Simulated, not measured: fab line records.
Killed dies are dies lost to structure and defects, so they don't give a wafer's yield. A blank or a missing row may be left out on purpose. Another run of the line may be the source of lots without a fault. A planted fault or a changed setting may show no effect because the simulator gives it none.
Matching of chambers ; flow nandHarc ; NHARC_P_M0_CMP_23 on cmp-03: 4 sister chambers
The step polishes, t overpolish 20 s, target thk 117.53 nm. 22 wafers are shown with their chamber, then 11 later ones without.

WAFERS PAIRED WITH THEIR CHAMBERS
wafer;chamber;motorCurrentA (A);timeToEndpointS (s);slurryFilterDpKPa (kPa)
L076.1;0;10.6;31.4;13.39
L076.2;1;10.9;31.7;13.69
L076.6;1;11.0;29.7;13.85
L078.1;1;10.6;32.0;13.37
L078.3;3;12.2;27.7;13.60
L078.6;0;10.4;32.4;13.65
L079.1;0;9.7;31.7;13.54
L079.3;2;13.4;30.8;13.49
L079.5;0;10.2;32.9;13.36
L081.2;1;11.0;31.2;13.39
L081.3;2;13.1;28.1;13.41
L081.4;0;10.5;31.6;13.64
L080.1;0;10.8;31.0;13.28
L080.4;2;13.7;31.1;13.42
L080.5;0;10.7;30.0;13.35
L083.1;2;13.3;29.5;13.25
L083.2;0;11.2;30.5;13.66
L083.5;1;11.0;31.1;13.38
L088.2;0;10.8;30.7;13.62
L088.3;3;13.0;28.0;13.72
L088.4;2;13.7;29.7;13.33
L085.3;1;10.9;28.5;13.48

SIGNATURES, as means of the wafers listed above
reading;chamber 0;chamber 1;chamber 2;chamber 3;scatter within a chamber
motorCurrentA;10.544;10.900;13.440;12.600;0.346
timeToEndpointS;31.356;30.700;29.840;27.850;1.09
slurryFilterDpKPa;13.4989;13.5267;13.3800;13.6600;0.154
Rule: a wafer lies at a distance from a chamber equal to the root of the sum of squares, over the readings, of (its reading less the chamber's mean, divided by the reading's scatter). If the next closest chamber is less than 2 further off than the closest, the wafer can't be placed; otherwise it belongs to the closest. How the scatter is found: for the shown wafers, subtract from each reading the mean of its chamber, square and add these, divide the total by (wafers less chambers), then take the root.

WAFERS MISSING THEIR CHAMBER
wafer;motorCurrentA (A);timeToEndpointS (s);slurryFilterDpKPa (kPa)
L085.4;10.4;28.8;13.48
L085.5;12.1;25.4;13.65
L089.4;10.5;33.8;13.34
L089.5;12.7;28.2;13.47
L089.6;10.8;31.1;13.51
L092.2;10.6;30.9;13.34
L092.3;12.9;25.9;13.59
L092.6;12.0;27.7;13.38
L096.3;10.3;27.4;13.62
L096.4;13.7;27.8;13.58
L096.5;10.7;29.2;13.77

WHICH CHAMBER EACH ONE RAN IN
wafer;from the rows above;in truth
L085.4;can't be placed: 1 or 0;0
L085.5;3;3
L089.4;can't be placed: 0 or 1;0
L089.5;can't be placed: 3 or 2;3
L089.6;can't be placed: 1 or 0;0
L092.2;can't be placed: 0 or 1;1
L092.3;3;3
L092.6;can't be placed: 3 or 1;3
L096.3;can't be placed: 1 or 0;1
L096.4;can't be placed: 2 or 3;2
L096.5;can't be placed: 1 or 0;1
Correctly placed: 2 of 11. Not placeable from these rows: 9 (in 9, the candidates include the true chamber). Wrongly placed: 0.
